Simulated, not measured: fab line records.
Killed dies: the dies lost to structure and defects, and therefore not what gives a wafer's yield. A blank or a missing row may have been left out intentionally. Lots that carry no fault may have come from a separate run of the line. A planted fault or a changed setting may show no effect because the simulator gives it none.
Chamber matching || flow nand-harc || 4 sister chambers for NHARC_A_STAIRCASE_DESCUM_252 on rie-diel-12
The step chemistry O2, time 3 s. 16 wafers are shown with their chamber, then 8 later ones without.

WAFERS, EACH WITH ITS CHAMBER
{"wafer": "L075.1", "chamber": 2, "drypump-motor-current-A (A)": 6.3, "showerhead-plenum-p-Torr (Torr)": 1.89, "rf-vpp-V (V)": 58.0}
{"wafer": "L075.3", "chamber": 3, "drypump-motor-current-A (A)": 5.9, "showerhead-plenum-p-Torr (Torr)": 2.06, "rf-vpp-V (V)": 58.6}
{"wafer": "L075.4", "chamber": 0, "drypump-motor-current-A (A)": 6.2, "showerhead-plenum-p-Torr (Torr)": 1.85, "rf-vpp-V (V)": 56.2}
{"wafer": "L076.1", "chamber": 1, "drypump-motor-current-A (A)": 6.3, "showerhead-plenum-p-Torr (Torr)": 1.76, "rf-vpp-V (V)": 57.9}
{"wafer": "L076.3", "chamber": 3, "drypump-motor-current-A (A)": 5.9, "showerhead-plenum-p-Torr (Torr)": 2.06, "rf-vpp-V (V)": 58.4}
{"wafer": "L076.5", "chamber": 2, "drypump-motor-current-A (A)": 6.3, "showerhead-plenum-p-Torr (Torr)": 1.89, "rf-vpp-V (V)": 57.5}
{"wafer": "L082.1", "chamber": 0, "drypump-motor-current-A (A)": 6.2, "showerhead-plenum-p-Torr (Torr)": 1.85, "rf-vpp-V (V)": 56.6}
{"wafer": "L082.3", "chamber": 3, "drypump-motor-current-A (A)": 5.9, "showerhead-plenum-p-Torr (Torr)": 2.05, "rf-vpp-V (V)": 58.1}
{"wafer": "L082.6", "chamber": 3, "drypump-motor-current-A (A)": 5.9, "showerhead-plenum-p-Torr (Torr)": 2.05, "rf-vpp-V (V)": 57.6}
{"wafer": "L087.2", "chamber": 3, "drypump-motor-current-A (A)": 5.9, "showerhead-plenum-p-Torr (Torr)": 2.05, "rf-vpp-V (V)": 58.0}
{"wafer": "L087.5", "chamber": 3, "drypump-motor-current-A (A)": 5.9, "showerhead-plenum-p-Torr (Torr)": 2.05, "rf-vpp-V (V)": 57.9}
{"wafer": "L087.6", "chamber": 0, "drypump-motor-current-A (A)": 6.2, "showerhead-plenum-p-Torr (Torr)": 1.84, "rf-vpp-V (V)": 57.8}
{"wafer": "L091.2", "chamber": 3, "drypump-motor-current-A (A)": 5.9, "showerhead-plenum-p-Torr (Torr)": 2.05, "rf-vpp-V (V)": 57.9}
{"wafer": "L091.3", "chamber": 2, "drypump-motor-current-A (A)": 6.3, "showerhead-plenum-p-Torr (Torr)": 1.88, "rf-vpp-V (V)": 57.2}
{"wafer": "L091.5", "chamber": 1, "drypump-motor-current-A (A)": 6.2, "showerhead-plenum-p-Torr (Torr)": 2.07, "rf-vpp-V (V)": 59.2}
{"wafer": "L089.4", "chamber": 0, "drypump-motor-current-A (A)": 6.2, "showerhead-plenum-p-Torr (Torr)": 1.84, "rf-vpp-V (V)": 58.9}

SIGNATURES, as means of the wafers listed above
{"reading": "drypump-motor-current-A", "chamber 0": 6.200, "chamber 1": 6.250, "chamber 2": 6.300, "chamber 3": 5.900, "scatter within a chamber": 0.0204}
{"reading": "showerhead-plenum-p-Torr", "chamber 0": 1.8450, "chamber 1": 1.9150, "chamber 2": 1.8867, "chamber 3": 2.0529, "scatter within a chamber": 0.0635}
{"reading": "rf-vpp-V", "chamber 0": 57.375, "chamber 1": 58.550, "chamber 2": 57.567, "chamber 3": 58.071, "scatter within a chamber": 0.726}
Rule: for a wafer and a chamber, the distance is found by dividing, reading by reading, the gap between the wafer's reading and the chamber's mean by the reading's scatter, squaring, summing and taking the root. If the next closest chamber is less than 2 further off than the closest, the wafer can't be placed; otherwise it belongs to the closest. How the scatter is found: for the shown wafers, subtract from each reading the mean of its chamber, square and add these, divide the total by (wafers less chambers), then take the root.

WAFERS WITH NO CHAMBER GIVEN
{"wafer": "L089.5", "drypump-motor-current-A (A)": 6.2, "showerhead-plenum-p-Torr (Torr)": 2.07, "rf-vpp-V (V)": 58.9}
{"wafer": "L089.6", "drypump-motor-current-A (A)": 6.2, "showerhead-plenum-p-Torr (Torr)": 1.84, "rf-vpp-V (V)": 57.9}
{"wafer": "L094.2", "drypump-motor-current-A (A)": 6.2, "showerhead-plenum-p-Torr (Torr)": 2.06, "rf-vpp-V (V)": 59.3}
{"wafer": "L094.4", "drypump-motor-current-A (A)": 6.2, "showerhead-plenum-p-Torr (Torr)": 1.83, "rf-vpp-V (V)": 58.6}
{"wafer": "L094.6", "drypump-motor-current-A (A)": 5.9, "showerhead-plenum-p-Torr (Torr)": 2.04, "rf-vpp-V (V)": 58.6}
{"wafer": "L096.2", "drypump-motor-current-A (A)": 5.9, "showerhead-plenum-p-Torr (Torr)": 2.04, "rf-vpp-V (V)": 58.0}
{"wafer": "L096.3", "drypump-motor-current-A (A)": 6.3, "showerhead-plenum-p-Torr (Torr)": 2.06, "rf-vpp-V (V)": 57.9}
{"wafer": "L096.5", "drypump-motor-current-A (A)": 5.9, "showerhead-plenum-p-Torr (Torr)": 2.04, "rf-vpp-V (V)": 59.1}

WHICH CHAMBER EACH ONE RAN IN
{"wafer": "L089.5", "from the rows above": "can't be placed: 1 or 0", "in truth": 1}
{"wafer": "L089.6", "from the rows above": 0, "in truth": 0}
{"wafer": "L094.2", "from the rows above": "can't be placed: 1 or 0", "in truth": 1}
{"wafer": "L094.4", "from the rows above": "can't be placed: 0 or 1", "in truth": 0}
{"wafer": "L094.6", "from the rows above": 3, "in truth": 3}
{"wafer": "L096.2", "from the rows above": 3, "in truth": 3}
{"wafer": "L096.3", "from the rows above": "can't be placed: 2 or 1", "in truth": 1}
{"wafer": "L096.5", "from the rows above": 3, "in truth": 3}
Correct placement for 4 of the 8. From these rows, 4 cannot be placed; in 4 the true chamber is one of the candidates. 0 placed wrongly.
